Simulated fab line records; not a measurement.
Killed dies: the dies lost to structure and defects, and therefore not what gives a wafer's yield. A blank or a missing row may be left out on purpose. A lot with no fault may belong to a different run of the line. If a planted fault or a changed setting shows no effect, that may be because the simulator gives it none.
A lot that was struck, set against a sound lot | flow n5 finfet | 14 out of 1938 route steps
Sound: these wafers, L616.2, L616.3, L616.4. Struck: wafers L626.2, L626.3, L626.6. The cause comes at the end.
Each step with rows lists, per side, the tool, then ch with its chambers, then its first start. Under that, the readings that differ: sound wafers | struck wafers | difference of the means | sigmas: that difference in standard deviations of wafers without a fault.
alike: same words and numbers on both sides, and readings whose means sit less than 2 such deviations apart. not compared: any withheld reading, any reading some wafer has no value for, any bound like >300 that may hide the same value, and any number with overlapping values for which the record gives no deviation.
A row with sigmas, a row that says differs or no value, or rows on one side alone: a step with any of these is where the two part. When numbers do not overlap yet have no deviation, they are printed without sigmas and do not part them. A reading missing from all wafers of one side parts the sides only when that side holds two or more wafers.

first, 1 step without rows for these wafers: N5_BEOL_M15_HARDBAKE_14 (time 120 s).
N5_BEOL_M15_CD_MEAS_10 targets a cd of 360 nm.
  sound on cd sem-03 ch 0, day 12 13:05; struck on cd sem-02 ch 0, day 15 02:40
  alike: cd nm
N5_BEOL_M15_OVL_MEAS_11:
  sound on overlay-02 ch 0, day 12 13:07; struck on overlay-01 ch 0, day 15 02:42
  alike: V14_OVL
N5_BEOL_M15_INSPECT_12: inspects for defects (macro).
  sound on defect inspect-01 at day 12 13:08; struck on defect inspect-02 at day 15 02:43
  alike: raw defect count
N5_BEOL_M15_DESCUM_15: chemistry O2, time 7.9 s.
  sound on rie diel-03 ch 1,2, day 12 13:15; struck on rie diel-01 ch 2,3, day 15 02:45
  alike: chamber pressure mTorr, drypump motor current A, oes product au, rf fwd power W, rf vpp V, showerhead plenum p Torr, temp c, throttle valve pct
  not compared: rf hours counter h
then, 1 step without rows for these wafers: N5_BEOL_M15_ETCH_59 (etches BARC in N2/H2, target depth 89 nm, overetch 26.7 nm, time 67.9 s).
N5_BEOL_M15_VIA_ETCH_16: etches SiO2 in C4F8/O2/Ar, target depth 1792.2 nm.
  sound on rie diel-03 ch 1,2, day 12 13:20; struck on rie diel-01 ch 2,3, day 15 02:50
  alike: C4F8_flow_sccm, chamber pressure mTorr, drypump motor current A, oes_f_703_au, oes product au, rf fwd power W, rf vpp V, showerhead plenum p Torr, throttle valve pct
N5_BEOL_M15_STRIP_63: strips in O2.
  sound: rie diel-03 ch 1,2; struck: rie diel-01 ch 2,3
  reading    | sound             | struck            | difference | sigmas
  temp c (C) | 59.90 59.89 59.77 | 60.26 60.10 60.01 | +0.27      | +3
  alike: chamber pressure mTorr, drypump motor current A, oes product au, rf vpp V, showerhead plenum p Torr, throttle valve pct
  not compared: rf hours counter h
N5_BEOL_M15_STRIP_64: strips in O2.
  sound: rie diel-03 ch 1,2; struck: rie diel-01 ch 2,3
  alike: chamber pressure mTorr, drypump motor current A, oes product au, rf vpp V, showerhead plenum p Torr, temp c, throttle valve pct
  not compared: rf hours counter h
then, 2 steps without rows for these wafers: N5_BEOL_M15_STRIP_65 (strips in post etch residue remover, time 60 s); N5_BEOL_M15_SRD_66 (time 30 s, dry time 30 s).
N5_BEOL_M15_CD_MEAS_17 targets a cd of 360 nm.
  sound on cd sem-02 at day 12 13:45; struck on cd sem-01 at day 15 03:15
  alike: cd nm
N5_BEOL_M15_COAT_56: time 60 s, resist thk 550 nm.
  sound on litho track-02 ch 0, day 12 13:47; struck on litho track-04 ch 0, day 15 03:17
  reading                                   | sound                | struck               | difference | sigmas
  spin speed rpm (rpm)                      | 1499.2 1500.9 1500.1 | 1286.3 1286.3 1286.3 | -213.8     | -99 or more
  model.SOC_of_BEOL_M15_COAT_56.thk nm (nm) | 552.8 552.6 551.6    | 596.4 596.6 596.4    | +44.1      |
  alike: dispense pressure kPa, heater power total W
N5_BEOL_M15_ETCH_57: etches SOC in N2/H2, time 750 s.
  sound on rie diel-01 ch 1,2, day 12 13:51; struck on rie diel-01 ch 2,3, day 15 03:26
  alike: chamber pressure mTorr, drypump motor current A, n2 flow sccm, oes product au, rf fwd power W, rf vpp V, showerhead plenum p Torr, throttle valve pct
  not compared: rf hours counter h

WHERE THEY PART
First at N5_BEOL_M15_STRIP_63; last, within this record, at N5_BEOL_M15_COAT_56. Later steps at which nothing parts them and some readings are alike: N5_BEOL_M15_ETCH_57.

WHY: the cause the simulator had injected
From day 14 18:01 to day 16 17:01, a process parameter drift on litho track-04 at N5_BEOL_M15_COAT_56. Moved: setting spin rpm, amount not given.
